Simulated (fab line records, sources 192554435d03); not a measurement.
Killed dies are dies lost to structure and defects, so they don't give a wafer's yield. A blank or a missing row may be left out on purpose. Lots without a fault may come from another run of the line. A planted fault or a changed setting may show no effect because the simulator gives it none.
Split-lot experiment | flow n5_finfet | 7 lots, 36 wafers read, on a route of 1938 steps

THE SPLIT
At N5_BEOL_M9_TRENCH_ETCH_37 (etches SiCOH lowk in C4F6/O2, target depth 151.43 nm, time 49 s), the setting target_depth_a was moved away from the recipe's 1514.3 angstrom on 10 of the 36 wafers read, by -54.3% to +55.8%. The other wafers ran this setting at the recipe's value.

FROM THE SPLIT TO THE READING: what the file shows between them, 11 steps
- N5_BEOL_M9_ETCH_41: etches SiCN in CH3F/O2, target depth 36.6 nm, time 70.1 s
- N5_BEOL_M9_STRIP_80: strips in N2/H2, time 10 s
- N5_BEOL_M9_OCD_MEAS_38
- N5_BEOL_M9_HM_STRIP_39: strips TiN in peroxide tin strip, target depth 25 nm, time 158 s
- N5_BEOL_M9_SRD_40: time 30 s
- N5_BEOL_M9_ECD_50: material Cu, target thk 318 nm
- N5_BEOL_M9_ANNEAL_51: time 90 s
- N5_BEOL_M9_CMP_52: polishes, stops on SiCOH lowk, t overpolish 7 s, target thk 140 nm
- N5_BEOL_M9_THK_MEAS_53: measures by xrf
- N5_BEOL_M9_PRE_CLEAN_55: time 15 s
- N5_BEOL_M9_DEP_56: deposits SiCN from 3MS/NH3, target thk 15 nm, time 26.5 s

THE READING
M9_RS, in ohm/sq, at N5_BEOL_M9_RS_MEAS_57 (measures by four-point-probe). Fault-free wafers of this fab line usually give 0.153 ohm/sq, standard deviation 0.0042 ohm/sq.

wafer  | tool, chamber at the split | target_depth_a as run, angstrom | against the recipe | M9_RS, ohm/sq | against lot-mates on the recipe
L079.1 | rie_diel-02, 3             | 1237                            | -18.3%             | 0.196         | +0.042
L079.3 | rie_diel-02, 1             | 1514.3                          | recipe             | 0.150         | -
L079.6 | rie_diel-02, 2             | 1514.3                          | recipe             | 0.158         | -
L080.1 | rie_diel-02, 2             | 1514.3                          | recipe             | 0.159         | -
L080.2 | rie_diel-02, 0             | 1514.3                          | recipe             | 0.155         | -
L080.3 | rie_diel-02, 3             | 1514.3                          | recipe             | 0.153         | -
L080.4 | rie_diel-02, 1             | 2359                            | +55.8%             | 0.092         | -0.064
L080.5 | rie_diel-02, 0             | 2359                            | +55.8%             | 0.093         | -0.063
L080.6 | rie_diel-02, 1             | 2359                            | +55.8%             | 0.092         | -0.064
L082.1 | rie_diel-02, 2             | 854.3                           | -43.6%             | 0.319         | +0.168
L082.2 | rie_diel-02, 3             | 854.3                           | -43.6%             | 0.310         | +0.159
L082.3 | rie_diel-02, 0             | 1514.3                          | recipe             | 0.151         | -
L082.4 | rie_diel-02, 1             | 1514.3                          | recipe             | 0.151         | -
L082.5 | rie_diel-02, 1             | 1514.3                          | recipe             | 0.151         | -
L082.6 | rie_diel-02, 0             | 854.3                           | -43.6%             | 0.306         | +0.155
L091.1 | rie_diel-06, 0             | 1514.3                          | recipe             | 0.151         | -
L091.2 | rie_diel-06, 1,3,0         | 1514.3                          | recipe             | 0.152         | -
L091.3 | rie_diel-06, 2             | 1514.3                          | recipe             | 0.144         | -
L091.4 | rie_diel-06, 1,3,0         | 1514.3                          | recipe             | 0.152         | -
L091.5 | rie_diel-06, 1,3,0         | 1514.3                          | recipe             | 0.153         | -
L091.6 | rie_diel-06, 1             | 1514.3                          | recipe             | 0.150         | -
L090.3 | rie_diel-06, 1             | 1514.3                          | recipe             | 0.152         | -
L090.5 | rie_diel-06, 0             | 1514.3                          | recipe             | 0.151         | -
L090.6 | rie_diel-06, 3             | 1514.3                          | recipe             | 0.152         | -
L093.1 | rie_diel-02, 0             | 1514.3                          | recipe             | 0.153         | -
L093.2 | rie_diel-02, 2             | 1514.3                          | recipe             | 0.162         | -
L093.3 | rie_diel-02, 1             | 1514.3                          | recipe             | 0.151         | -
L093.4 | rie_diel-02, 3             | 1514.3                          | recipe             | 0.159         | -
L093.5 | rie_diel-02, 2             | 1514.3                          | recipe             | 0.162         | -
L093.6 | rie_diel-02, 3             | 1514.3                          | recipe             | 0.156         | -
L096.1 | rie_diel-05, 1             | 1514.3                          | recipe             | 0.158         | -
L096.2 | rie_diel-05, 0             | 1514.3                          | recipe             | 0.153         | -
L096.3 | rie_diel-05, 3             | 692.2                           | -54.3%             | 0.458         | +0.303
L096.4 | rie_diel-05, 2             | 692.2                           | -54.3%             | 0.409         | +0.254
L096.5 | rie_diel-05, 0             | 1514.3                          | recipe             | 0.155         | -
L096.6 | rie_diel-05, 3             | 692.2                           | -54.3%             | 0.469         | +0.314
Where a row lists several chambers, the file gives one row for several wafers and doesn't say which wafer went through which chamber.

THE FIT
A straight line over all 36 wafers: M9_RS changes by -0.00315 ohm/sq for each +1% of target_depth_a; r = -0.88; the points scatter about the line by 0.046 ohm/sq.
The same after taking each lot's own level away (the mean of its wafers on the recipe; 36 wafers): -0.00316 ohm/sq for each +1%; r = -0.88; scatter 0.045 ohm/sq.
On that fit, the largest move of target_depth_a shifts the reading by 0.18 ohm/sq.
The lots' own levels span 0.1503 to 0.1572 ohm/sq, that is 1.6 times the standard deviation above.
So the lot-to-lot level changes the slope little: the two slopes agree.
Check: with one of the wafers moved furthest among these (+55.8%) left out of the fit, the line predicts -0.176 ohm/sq for it against its lot-mates. It came out at -0.0637 ohm/sq against them.

OTHER SPLITS ON THESE WAFERS
These wafers also went through other splits before the reading. Each is held against what the fit with the lots' levels taken away leaves over:
other split on the same wafers | wafers away from the commonest value | r with M9_RS (lot level and that fit taken away)
N5_BEOL_M7_DESCUM_33 time_s    | 14                                   | -0.13

THE WHOLE CHAIN: every reading that the file lists as answering this split, in the file's order
step                      | what it does                                                       | reading                                                                          | change (the file's fit)                | r (the file's)
N5_BEOL_M9_TRENCH_ETCH_37 | etches SiCOH lowk in C4F6/O2, target depth 151.43 nm, time 49 s    | BEOL_M9.feature_depth_nm (the simulator's own value, which no gauge read)        | +1.51 nm for each +1% of the setting   | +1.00
N5_BEOL_M9_TRENCH_ETCH_37 | etches SiCOH lowk in C4F6/O2, target depth 151.43 nm, time 49 s    | etch.depth_nm (the simulator's own value, which no gauge read)                   | +1.51 nm for each +1% of the setting   | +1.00
N5_BEOL_M9_TRENCH_ETCH_37 | etches SiCOH lowk in C4F6/O2, target depth 151.43 nm, time 49 s    | TiN_of_BEOL_M9_HM_DEP_02.thk_nm (the simulator's own value, which no gauge read) | -0.0392 nm for each +1% of the setting | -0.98
N5_BEOL_M9_OCD_MEAS_38    |                                                                    | trench_depth_nm                                                                  | +1.51 nm for each +1% of the setting   | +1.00
N5_BEOL_M9_CMP_52         | polishes, stops on SiCOH lowk, t overpolish 7 s, target thk 140 nm | Cu_of_BEOL_M9_ECD_50.thk_nm (the simulator's own value, which no gauge read)     | +1.5 nm for each +1% of the setting    | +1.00
N5_BEOL_M9_THK_MEAS_53    | measures by xrf                                                    | M9_THK                                                                           | +1.51 for each +1% of the setting      | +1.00
N5_BEOL_M9_RS_MEAS_57     | measures by four-point-probe                                       | M9_RS                                                                            | -0.00329 for each +1% of the setting   | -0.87

THE FILE'S OWN FIT
M9_RS changes by -0.00329 ohm/sq for each +1% of target_depth_a, r = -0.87.
